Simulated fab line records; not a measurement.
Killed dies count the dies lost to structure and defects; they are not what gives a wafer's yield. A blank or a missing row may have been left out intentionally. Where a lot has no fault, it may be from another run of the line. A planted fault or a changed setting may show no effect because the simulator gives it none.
Chamber matching -- flow nandHarc -- NHARC_A_STAIRCASE_CMP_450 on cmp-02: 4 sister chambers
The step polishes SiO2, target thk 200 nm. 8 wafers are shown with their chamber, then 9 later ones without.

== EACH WAFER AND ITS CHAMBER ==
wafer,chamber,motorCurrentA (A),slurryFlowMlMin
L079.3,0,12.7,150.2
L079.5,0,12.1,150.0
L082.1,1,11.7,150.2
L083.5,3,11.0,149.8
L083.6,2,11.5,150.5
L087.1,2,12.2,149.3
L087.2,1,11.3,149.4
L087.3,3,11.6,150.8

== WAFERS MISSING THEIR CHAMBER ==
wafer,motorCurrentA (A),slurryFlowMlMin
L091.1,10.4,149.2
L091.5,12.6,150.4
L091.6,11.8,150.0
L092.1,12.7,150.2
L092.2,12.2,151.5
L092.5,13.6,149.5
L094.1,11.8,150.1
L094.3,11.4,149.8
L094.4,12.1,150.2

== WHICH CHAMBER EACH ONE RAN IN ==
wafer,from the rows above,in truth
L091.1,can't be placed: 3 or 1 or 2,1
L091.5,can't be placed: 0 or 2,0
L091.6,can't be placed: 2 or 1 or 3 or 0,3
L092.1,can't be placed: 0 or 2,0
L092.2,can't be placed: 0 or 2 or 3 or 1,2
L092.5,can't be placed: 0 or 2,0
L094.1,can't be placed: 2 or 1 or 3 or 0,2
L094.3,can't be placed: 1 or 3 or 2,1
L094.4,can't be placed: 0 or 2 or 1 or 3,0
0 of 9 placed correctly. These rows do not allow placing 9 (true chamber among the candidates in 9). Placed wrongly: 0.
How it was worked out, from the rows above alone: a wafer's distance from a chamber is the root of the sum, over the readings, of the square of ((its reading less the chamber's mean) divided by the reading's scatter). If the next closest chamber is less than 2 further off than the closest, the wafer can't be placed; otherwise it belongs to the closest. The mean given for a chamber averages the wafers shown for that chamber. The scatter: take each reading less its chamber's mean, square it, sum over the shown wafers, divide by the number of wafers less the number of chambers, and take the root.
